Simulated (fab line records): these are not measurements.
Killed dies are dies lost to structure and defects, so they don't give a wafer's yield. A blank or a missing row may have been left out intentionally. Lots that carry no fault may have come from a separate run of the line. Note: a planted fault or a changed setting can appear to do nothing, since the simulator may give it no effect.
fab line records	flow n5_finfet	part 1 of 2: steps 1 to 23 of 29
[record] lots = 5	wafers = 15	last_day = 17
route steps=1938 shown BEOL_M0@745 BEOL_M1@751
lots that met no fault: from a run of the same line without faults
start_h: the number of hours between the record's first day and the start of the first shown wafer of the lot	wait_h: hours from the lot's prior step to this one	" unchanged from the row above	L1.1+2: a row that stands for several wafers	- value missing, or start not given	* or withheld: withheld	< > ~ a bound
route shown NAME@n: names a module that has steps shown in the file, with the first one's number in the route	usual: average and standard deviation across the fault-free wafers	same: alike in all rows	chamber/n: place in a boat	sites: per-site readings	_std_site: how widely they spread, as a standard deviation	_edge_site: outer sites' mean less inner sites'	radius_mm: for every site, how far away it sits from the centre of the wafer	mask NAME#n: copy n	behind: the last tool/chamber to shape the wafer	hold: why the lot was held/for how many hours/how that ended	device: transistor that didn't switch, given as n, p or np	end of line: at the end of the route, the tests of the same wafers	a step given without rows: its recipe and nothing more	killed: not the wafer's yield, but the dies lost to structure and defects at the first sort	map: the dies of a wafer, with x for killed, . for not killed, _ for no die there
set.NAME: setting as actually run; set.NAME@STEP: the setting as run at that earlier step	model.NAME: the simulator's own value behind a step, which no gauge read
certain route steps with their lots: each step a table, each wafer a row
services: a tool's chamber out of use, with start hour (start_h, from the record's first day; less than 0 if before it), hours out, and reason
[[steps]]
[step N5_BEOL_M0_PRE_CLEAN_131]
[recipe] gas = NH3/H2	time_s = 15	temp_c = *	rf_power_w = 300
[usual] heater_power_w = 84/27
lot.wafer	tool	chamber	start_h	wait_h	heater_power_w
L079.1	cvd_co-01	0	152.86	0.0	140
L079.2	"	2	"	"	76
L079.5	"	2	"	"	74
L081.1	cvd_co-02	2	168.29	0.0	61
L081.2	"	0	"	"	96
L081.4	"	2	"	"	61
L086.3	cvd_co-01	0	198.48	0.0	144
L086.4	"	2	"	"	75
L086.5	"	0	"	"	142
L090.2	cvd_co-02	1	219.34	0.0	68
L090.4	"	0	"	"	99
L090.5	"	1	"	"	70
L097.1	cvd_co-02	2	259.51	0.0	60
L097.2	"	1	"	"	69
L097.6	"	2	"	"	59
[step N5_BEOL_M0_CO_CAP_123]
[recipe] material = Co	target_thk_a = 20	temp_c = 200	precursor = CCTBA/H2	pressure_torr = 30	time_s = 102.1
[usual] heater_power_w = 235/33
lot.wafer	tool	chamber	start_h	wait_h	heater_power_w
L079.1	cvd_co-01	0	152.90	0.0	307
L079.2	"	2	"	"	226
L079.5	"	2	"	"	222
L081.1	cvd_co-02	2	168.33	0.0	205
L081.2	"	0	"	"	257
L081.4	"	2	"	"	200
L086.3	cvd_co-01	0	198.52	0.0	312
L086.4	"	2	"	"	229
L086.5	"	0	"	"	304
L090.2	cvd_co-02	1	219.38	0.0	211
L090.4	"	0	"	"	251
L090.5	"	1	"	"	210
L097.1	cvd_co-02	2	259.55	0.0	205
L097.2	"	1	"	"	215
L097.6	"	2	"	"	202
[step N5_BEOL_M0_PRE_CLEAN_124]
[recipe] gas = NH3	time_s = 15	temp_c = withheld	rf_power_w = 300
lot.wafer	tool	chamber	start_h	wait_h
L079.1+2+5	pecvd-04	1,0,2	153.00	0.1
L081.1+2+4	pecvd-01	2,1,0	168.42	0.1
L086.3+4+5	pecvd-02	0,2,2	198.63	0.1
L090.2+4+5	pecvd-04	2,1,0	219.48	0.1
L097.1+2+6	pecvd-01	1,2,0	259.64	0.1
[step N5_BEOL_M0_DEP_125]
[recipe] material = SiCN	target_thk_a = 80	temp_c = withheld	precursor = 3MS/NH3	pressure_torr = 3	rf_w = 202	time_s = 14
[usual] showerhead_plenum_p_Torr = 3.654/0.014	throttle_valve_pct = 9.1/0.5
lot.wafer	tool	chamber	start_h	wait_h	showerhead_plenum_p_Torr	throttle_valve_pct
L079.1	pecvd-04	1	153.02	0.0	3.650	9.7
L079.2	"	0	"	"	3.643	9.3
L079.5	"	2	"	"	3.653	8.9
L081.1	pecvd-01	2	168.45	0.0	3.636	8.4
L081.2	"	1	"	"	3.681	8.5
L081.4	"	0	"	"	3.657	10.0
L086.3	pecvd-02	0	198.67	0.0	3.643	8.8
L086.4	"	2	"	"	3.678	9.6
L086.5	"	2	"	"	3.675	9.6
L090.2	pecvd-04	2	219.50	0.0	3.654	8.8
L090.4	"	1	"	"	3.649	9.8
L090.5	"	0	"	"	3.645	9.3
L097.1	pecvd-01	1	259.67	0.0	3.684	8.9
L097.2	"	2	"	"	3.638	8.2
L097.6	"	0	"	"	3.651	9.6
[step N5_BEOL_M0_RS_MEAS_126]
[recipe] thk_meas_gauge = four-point-probe	reads = Co_of_BEOL_M0_CO_CAP_123+Cu_of_BEOL_M0_ECD_118+Co_of_BEOL_M0_CVD_115+TaN_of_BEOL_M0_ALD_136
[usual] M0_RS = 0.535/0.02
lot.wafer	tool	chamber	start_h	wait_h	M0_RS[ohm/sq]
L079.1	film_metro-02	-	153.09	0.0	0.529
L079.2	"	-	"	"	0.517
L079.5	"	-	"	"	0.525
L081.1	film_metro-01	-	168.53	0.1	0.561
L081.2	"	-	"	"	0.538
L081.4	"	-	"	"	0.530
L086.3	film_metro-01	-	198.74	0.1	0.561
L086.4	"	-	"	"	0.523
L086.5	"	-	"	"	0.526
L090.2	film_metro-01	-	219.57	0.1	0.546
L090.4	"	-	"	"	0.546
L090.5	"	-	"	"	0.523
L097.1	film_metro-02	-	259.73	0.0	0.538
L097.2	"	-	"	"	0.558
L097.6	"	-	"	"	0.541
[step N5_BEOL_M0_INSPECT_127]
[recipe] inspect_instrument = darkfield	mode = post_dep
[usual] raw_defect_count = 78/35
lot.wafer	tool	chamber	start_h	wait_h	raw_defect_count
L079.1	defect_inspect-02	-	153.11	0.0	83
L079.2	"	-	"	"	60
L079.5	"	-	"	"	83
L081.1	defect_inspect-01	-	168.55	0.0	89
L081.2	"	-	"	"	95
L081.4	"	-	"	"	43
L086.3	defect_inspect-02	-	198.77	0.0	127
L086.4	"	-	"	"	81
L086.5	"	-	"	"	55
L090.2	defect_inspect-02	-	219.59	0.0	66
L090.4	"	-	"	"	60
L090.5	"	-	"	"	40
L097.1	defect_inspect-02	-	259.76	0.0	57
L097.2	"	-	"	"	64
L097.6	"	-	"	"	35
[step N5_BEOL_M1_ILD_DEP_00]
[recipe] material = SiOC	target_thk_a = 790	temp_c = 350	precursor = DEMS/O2	pressure_torr = 5	rf_w = 500	time_s = 15.3
[usual] heater_power_w = 518/58	showerhead_plenum_p_Torr = 5.686/0.017	throttle_valve_pct = 11.9/0.75
lot.wafer	tool	chamber	start_h	wait_h	heater_power_w	showerhead_plenum_p_Torr	throttle_valve_pct
L079.1	pecvd-04	1	153.15	0.0	478	5.682	12.9
L079.2	"	0	"	"	512	5.682	12.5
L079.5	"	0	"	"	517	5.679	12.6
L081.1	pecvd-04	1	168.59	0.0	551	5.681	12.6
L081.2	"	2	"	"	506	5.688	11.5
L081.4	"	1	"	"	546	5.670	12.8
L086.3	pecvd-04	0	198.80	0.0	464	5.669	12.8
L086.4	"	0	"	"	466	5.674	12.5
L086.5	"	1	"	"	485	5.684	13.1
L090.2	pecvd-03	2	219.63	0.0	621	5.695	10.6
L090.4	"	0	"	"	503	5.671	12.2
L090.5	"	2	"	"	628	5.693	10.6
L097.1	pecvd-04	2	259.80	0.0	484	5.691	11.6
L097.2	"	0	"	"	495	5.663	12.9
L097.6	"	0	"	"	498	5.671	12.6
[step N5_BEOL_M1_THK_MEAS_01]
[recipe] reads = SiOC_of_BEOL_M1_ILD_DEP_00
[usual] M1_ILD_THK = 78.8/1.1
lot.wafer	tool	chamber	start_h	wait_h	M1_ILD_THK[nm]
L079.1	film_metro-01	-	153.22	0.0	79.2
L079.2	"	-	"	"	78.9
L079.5	"	-	"	"	79.1
L081.1	film_metro-01	-	168.67	0.1	78.5
L081.2	"	-	"	"	78.5
L081.4	"	-	"	"	80.3
L086.3	film_metro-01	-	198.87	0.1	77.8
L086.4	"	-	"	"	79.6
L086.5	"	-	"	"	79.5
L090.2	film_metro-02	-	219.70	0.1	78.0
L090.4	"	-	"	"	80.1
L090.5	"	-	"	"	79.2
L097.1	film_metro-02	-	259.86	0.0	77.4
L097.2	"	-	"	"	77.7
L097.6	"	-	"	"	79.4
[step N5_BEOL_M1_PECVD_72]
[recipe] material = SiO2	target_thk_a = 160	temp_c = 400	precursor = TEOS/O2	pressure_torr = 5.5	rf_w = 450	teos_flow_sccm = 53.8	gas = O2	flow_sccm = 3000	time_s = 18
[usual] heater_power_w = 768/79	showerhead_plenum_p_Torr = 8.74/0.061	throttle_valve_pct = 22.3/1.4
lot.wafer	tool	chamber	start_h	wait_h	heater_power_w	showerhead_plenum_p_Torr	throttle_valve_pct
L079.1	pecvd-03	2	153.25	0.0	898	8.81	19.9
L079.2	"	0	"	"	756	8.72	22.5
L079.5	"	2	"	"	880	8.80	19.6
L081.1	pecvd-04	1	168.71	0.0	835	8.69	24.0
L081.2	"	2	"	"	784	8.73	21.5
L081.4	"	2	"	"	815	8.75	21.7
L086.3	pecvd-03	0	198.91	0.0	745	8.73	22.5
L086.4	"	0	"	"	749	8.69	22.6
L086.5	"	1	"	"	576	8.85	22.3
L090.2	pecvd-04	1	219.73	0.0	829	8.69	24.2
L090.4	"	0	"	"	725	8.69	23.4
L090.5	"	1	"	"	820	8.68	24.0
L097.1	pecvd-03	1	259.90	0.0	576	8.82	22.3
L097.2	"	0	"	"	739	8.72	22.5
L097.6	"	0	"	"	718	8.71	22.5
[step N5_BEOL_M1_HM_DEP_02]
[recipe] material = TiN	target_thk_a = 200	temp_c = 25	chamber_pressure_pa = 0.49996
[usual] throttle_valve_pct = 30.2/1.1
lot.wafer	tool	chamber	start_h	wait_h	throttle_valve_pct
L079.1	pvd_sputter-02	-	153.36	0.1	30.0
L079.2	"	-	"	"	30.2
L079.5	"	-	"	"	30.4
L081.1	pvd_sputter-03	-	168.76	0.0	29.1
L081.2	"	-	"	"	29.6
L081.4	"	-	"	"	30.4
L086.3	pvd_sputter-03	-	200.97	2.0	29.2
L086.4	"	-	"	"	30.1
L086.5	"	-	"	"	30.1
L090.2	pvd_sputter-01	-	220.30	0.5	32.9
L090.4	"	-	"	"	30.3
L090.5	"	-	"	"	30.4
L097.1	pvd_sputter-02	-	260.23	0.3	30.3
L097.2	"	-	"	"	29.9
L097.6	"	-	"	"	29.1
[step N5_BEOL_M1_COAT_61]
[recipe] resist = SOC	temp_c = 250	time_s = 60	spin_rpm = 1500	resist_thk_nm = 60
[usual] chill_plate_temp_C = 23.02/0.1
lot.wafer	tool	chamber	start_h	wait_h	chill_plate_temp_C
L079.1	litho_track-05	0	153.49	0.1	23.03
L079.2	"	0	"	"	22.97
L079.5	"	0	"	"	23.05
L081.1	litho_track-01	0	168.89	0.1	22.94
L081.2	"	0	"	"	22.82
L081.4	"	0	"	"	23.07
L086.3	litho_track-05	0	201.10	0.1	23.02
L086.4	"	0	"	"	23.16
L086.5	"	0	"	"	23.07
L090.2	litho_track-05	0	220.43	0.1	22.90
L090.4	"	0	"	"	22.97
L090.5	"	0	"	"	22.82
L097.1	litho_track-04	0	260.35	0.1	23.15
L097.2	"	0	"	"	23.13
L097.6	"	0	"	"	22.97
[step N5_BEOL_M1_COAT_62]
[recipe] resist = SiARC	temp_c = 220	time_s = 60	spin_rpm = 1500	resist_thk_nm = 12
[usual] chill_plate_temp_C = 23.01/0.097
lot.wafer	tool	chamber	start_h	wait_h	chill_plate_temp_C
L079.1	litho_track-05	0	-	-	22.99
L079.2	"	0	"	"	22.98
L079.5	"	0	"	"	23.04
L081.1	litho_track-01	0	-	-	23.03
L081.2	"	0	"	"	23.13
L081.4	"	0	"	"	23.17
L086.3	litho_track-05	0	-	-	23.04
L086.4	"	0	"	"	23.12
L086.5	"	0	"	"	23.12
L090.2	litho_track-05	0	-	-	22.87
L090.4	"	0	"	"	23.18
L090.5	"	0	"	"	23.11
L097.1	litho_track-04	0	-	-	23.01
L097.2	"	0	"	"	22.95
L097.6	"	0	"	"	23.00
[step N5_BEOL_M1_COAT_73]
[recipe] resist = underlayer	temp_c = 205	time_s = 60	spin_rpm = 1500	resist_thk_nm = 5
[usual] chill_plate_temp_C = 23.00/0.11
lot.wafer	tool	chamber	start_h	wait_h	chill_plate_temp_C
L079.1	litho_track-05	0	-	-	23.02
L079.2	"	0	"	"	22.89
L079.5	"	0	"	"	23.00
L081.1	litho_track-01	0	-	-	23.18
L081.2	"	0	"	"	22.90
L081.4	"	0	"	"	23.00
L086.3	litho_track-05	0	-	-	22.90
L086.4	"	0	"	"	23.07
L086.5	"	0	"	"	23.05
L090.2	litho_track-05	0	-	-	23.07
L090.4	"	0	"	"	22.86
L090.5	"	0	"	"	23.02
L097.1	litho_track-04	0	-	-	23.13
L097.2	"	0	"	"	23.09
L097.6	"	0	"	"	23.21
[step N5_BEOL_M1_COAT_05]
[recipe] resist = CAR-EUV	spin_rpm = 1500	resist_thk_nm = 30
[usual] chill_plate_temp_C = 23.00/0.11
lot.wafer	tool	chamber	start_h	wait_h	chill_plate_temp_C
L079.1	litho_track-05	0	-	-	22.94
L079.2	"	0	"	"	22.83
L079.5	"	0	"	"	23.04
L081.1	litho_track-01	0	-	-	23.03
L081.2	"	0	"	"	22.91
L081.4	"	0	"	"	23.04
L086.3	litho_track-05	0	-	-	22.94
L086.4	"	0	"	"	23.08
L086.5	"	0	"	"	23.15
L090.2	litho_track-05	0	-	-	23.02
L090.4	"	0	"	"	22.83
L090.5	"	0	"	"	23.09
L097.1	litho_track-04	0	-	-	23.03
L097.2	"	0	"	"	22.86
L097.6	"	0	"	"	22.94
[step N5_BEOL_M1_EBR_07]
[recipe] solvent = PGMEA	ebr_width_mm = 1.5
[usual] chill_plate_temp_C = 22.99/0.1
lot.wafer	tool	chamber	start_h	wait_h	chill_plate_temp_C
L079.1	litho_track-05	0	-	-	22.91
L079.2	"	0	"	"	22.93
L079.5	"	0	"	"	22.90
L081.1	litho_track-01	0	-	-	23.08
L081.2	"	0	"	"	23.14
L081.4	"	0	"	"	23.09
L086.3	litho_track-05	0	-	-	22.97
L086.4	"	0	"	"	22.89
L086.5	"	0	"	"	22.93
L090.2	litho_track-05	0	-	-	22.93
L090.4	"	0	"	"	22.95
L090.5	"	0	"	"	22.82
L097.1	litho_track-04	0	-	-	23.12
L097.2	"	0	"	"	22.94
L097.6	"	0	"	"	23.08
[step N5_BEOL_M1_SOFTBAKE_06]
[recipe] temp_c = 110	time_s = 60	resist = CAR-EUV
[usual] chill_plate_temp_C = 22.99/0.091
lot.wafer	tool	chamber	start_h	wait_h	chill_plate_temp_C
L079.1	litho_track-05	0	-	-	22.90
L079.2	"	0	"	"	22.89
L079.5	"	0	"	"	23.07
L081.1	litho_track-01	0	-	-	23.02
L081.2	"	0	"	"	22.96
L081.4	"	0	"	"	22.86
L086.3	litho_track-05	0	-	-	22.86
L086.4	"	0	"	"	22.91
L086.5	"	0	"	"	22.87
L090.2	litho_track-05	0	-	-	22.98
L090.4	"	0	"	"	23.02
L090.5	"	0	"	"	22.95
L097.1	litho_track-04	0	-	-	23.08
L097.2	"	0	"	"	23.08
L097.6	"	0	"	"	22.90
[step N5_BEOL_M1_EXPOSE_08]
[recipe] mask_id = M1	na = 0.33	source_shape = dipole	sigma_inner = 0.369	sigma_outer = 0.767	polarization = unpolarized	dose_mj = 33
[usual] reticle_temp_C = 23.02/0.097
[same] sigma_inner = 0.369
lot.wafer	tool	chamber	start_h	wait_h	mask	reticle_temp_C
L079.1	euv_scanner-02	0	153.75	-	M1#0	23.13
L079.2	"	0	"	"	M1#0	23.08
L079.5	"	0	"	"	M1#0	23.10
L081.1	euv_scanner-01	0	169.03	-	M1#0	23.10
L081.2	"	0	"	"	M1#0	22.93
L081.4	"	0	"	"	M1#0	23.02
L086.3	euv_scanner-01	0	201.37	-	M1#0	22.90
L086.4	"	0	"	"	M1#0	23.10
L086.5	"	0	"	"	M1#0	22.92
L090.2	euv_scanner-01	0	220.58	-	M1#0	23.01
L090.4	"	0	"	"	M1#0	23.08
L090.5	"	0	"	"	M1#0	23.14
L097.1	euv_scanner-02	0	260.49	-	M1#0	23.00
L097.2	"	0	"	"	M1#0	22.89
L097.6	"	0	"	"	M1#0	22.97
[step N5_BEOL_M1_PEB_09]
[recipe] peb_temp_c = 100	peb_time_s = 60	resist = CAR-EUV
[usual] chill_plate_temp_C = 23.00/0.1
lot.wafer	tool	chamber	start_h	wait_h	chill_plate_temp_C
L079.1	litho_track-05	0	153.81	0.1	22.96
L079.2	"	0	"	"	23.09
L079.5	"	0	"	"	23.10
L081.1	litho_track-01	0	169.09	0.1	23.01
L081.2	"	0	"	"	23.01
L081.4	"	0	"	"	23.00
L086.3	litho_track-05	0	201.42	0.0	23.02
L086.4	"	0	"	"	23.00
L086.5	"	0	"	"	22.99
L090.2	litho_track-01	0	220.63	0.0	23.03
L090.4	"	0	"	"	23.03
L090.5	"	0	"	"	23.11
L097.1	litho_track-04	0	260.55	0.1	22.91
L097.2	"	0	"	"	22.88
L097.6	"	0	"	"	22.86
[step N5_BEOL_M1_DEVELOP_10]
[recipe] develop_time_s = 30	developer = TMAH	resist = CAR-EUV	rinse_liquid = surfactant_rinse	dry = air_spin	dev_temp_c = 23
[usual] chill_plate_temp_C = 23.01/0.098	developer_temp_C = 23.00/0.11
lot.wafer	tool	chamber	start_h	wait_h	chill_plate_temp_C	developer_temp_C
L079.1	litho_track-05	0	-	-	23.17	22.97
L079.2	"	0	"	"	22.98	22.90
L079.5	"	0	"	"	22.98	23.02
L081.1	litho_track-01	0	-	-	23.03	22.85
L081.2	"	0	"	"	23.06	23.08
L081.4	"	0	"	"	22.98	22.92
L086.3	litho_track-05	0	-	-	22.85	22.91
L086.4	"	0	"	"	22.85	22.94
L086.5	"	0	"	"	22.62	23.03
L090.2	litho_track-01	0	-	-	23.02	23.06
L090.4	"	0	"	"	23.06	23.16
L090.5	"	0	"	"	23.08	23.14
L097.1	litho_track-04	0	-	-	23.05	22.89
L097.2	"	0	"	"	22.96	23.07
L097.6	"	0	"	"	22.98	22.92
[step N5_BEOL_M1_CD_MEAS_11]
[recipe] target_cd_nm = 17.05	landing_energy_ev = 500	detector = se_inlens	polarity = opening
[usual] cd_nm = 16.94/0.26
lot.wafer	tool	chamber	start_h	wait_h	cd_nm
L079.1	cd_sem-02	0	153.88	-	16.87
L079.2	"	0	"	"	17.03
L079.5	"	0	"	"	17.29
L081.1	cd_sem-02	0	169.15	-	16.55
L081.2	"	0	"	"	16.46
L081.4	"	0	"	"	16.61
L086.3	cd_sem-01	0	201.49	-	17.16
L086.4	"	0	"	"	17.19
L086.5	"	0	"	"	17.03
L090.2	cd_sem-02	0	220.70	-	17.14
L090.4	"	0	"	"	16.65
L090.5	"	0	"	"	16.52
L097.1	cd_sem-02	0	260.62	-	17.11
L097.2	"	0	"	"	16.99
L097.6	"	0	"	"	16.73
[step N5_BEOL_M1_OVL_MEAS_12]
[recipe] points_per_wafer = 522
[usual] M1_OVL = 0.2/0.6
lot.wafer	tool	chamber	start_h	wait_h	M1_OVL[nm]
L079.1	overlay-01	0	153.91	0.0	-0.3
L079.2	"	0	"	"	1.0
L079.5	"	0	"	"	-0.1
L081.1	overlay-02	0	169.18	0.0	-0.1
L081.2	"	0	"	"	0.6
L081.4	"	0	"	"	-0.2
L086.3	overlay-02	0	201.53	0.0	1.3
L086.4	"	0	"	"	0.6
L086.5	"	0	"	"	0.9
L090.2	overlay-01	0	220.73	0.0	-0.8
L090.4	"	0	"	"	0.4
L090.5	"	0	"	"	0.0
L097.1	overlay-01	0	260.65	0.0	0.3
L097.2	"	0	"	"	-0.3
L097.6	"	0	"	"	-0.7
[step N5_BEOL_M1_INSPECT_13]
[recipe] mode = adi	inspect_instrument = brightfield
[usual] raw_defect_count = 451/120
lot.wafer	tool	chamber	start_h	wait_h	raw_defect_count
L079.1	defect_inspect-02	-	153.97	0.1	437
L079.2	"	-	"	"	332
L079.5	"	-	"	"	584
L081.1	defect_inspect-02	-	169.24	0.1	655
L081.2	"	-	"	"	554
L081.4	"	-	"	"	394
L086.3	defect_inspect-01	-	201.58	0.0	357
L086.4	"	-	"	"	376
L086.5	"	-	"	"	307
L090.2	defect_inspect-02	-	220.79	0.0	431
L090.4	"	-	"	"	399
L090.5	"	-	"	"	395
L097.1	defect_inspect-01	-	260.70	0.1	344
L097.2	"	-	"	"	419
L097.6	"	-	"	"	424
[step N5_BEOL_M1_DESCUM_16]
[recipe] chemistry = O2	time_s = 7	source_power_w = 50	bias_power_w = 20	pressure_mtorr = 20	rf_frequency_hz = 2.712e+07	temp_c = 40	resist = CAR-EUV	o2_flow_sccm = 225
[usual] drypump_motor_current_A = 5.7/0.4	oes_product_au = 0.76/0.078	rf_vpp_V = 243.1/1.4	showerhead_plenum_p_Torr = 2.09/0.076	throttle_valve_pct = 20.39/0.24
lot.wafer	tool	chamber	start_h	wait_h	drypump_motor_current_A	oes_product_au	rf_hours_counter_h	rf_vpp_V	showerhead_plenum_p_Torr	throttle_valve_pct
L079.1	rie_diel-04	1	154.25	0.3	6.5	0.73	171	244.5	2.10	20.34
L079.2	"	3	"	"	5.4	0.88	50	243.4	2.04	20.13
L079.5	"	1	"	"	6.5	0.72	-	243.3	2.10	20.36
L081.1	rie_diel-04	3	169.28	0.0	5.4	0.89	54	244.1	2.04	20.15
L081.2	"	0	"	"	6.5	0.83	99	245.7	2.19	20.55
L081.4	"	2	"	"	5.6	0.76	135	242.0	2.08	19.89
L086.3	rie_diel-05	3	201.61	0.0	5.5	0.73	189	241.7	1.99	20.26
L086.4	"	2	"	"	5.5	0.87	-	243.1	2.14	20.05
L086.5	"	3	"	"	5.5	0.73	-	241.2	1.99	20.27
L090.2	rie_diel-05	3	220.82	0.0	5.5	0.72	197	241.0	1.99	20.28
L090.4	"	2	"	"	5.5	0.87	-	244.2	2.14	20.08
L090.5	"	3	"	"	5.5	0.73	-	241.2	1.99	20.28
L097.1	rie_diel-05	2	260.74	0.0	5.5	0.85	60	243.0	2.13	20.08
L097.2	"	0	"	"	6.1	0.68	233	240.3	1.97	20.65
L097.6	"	3	"	"	5.6	0.72	-	242.5	1.99	20.30
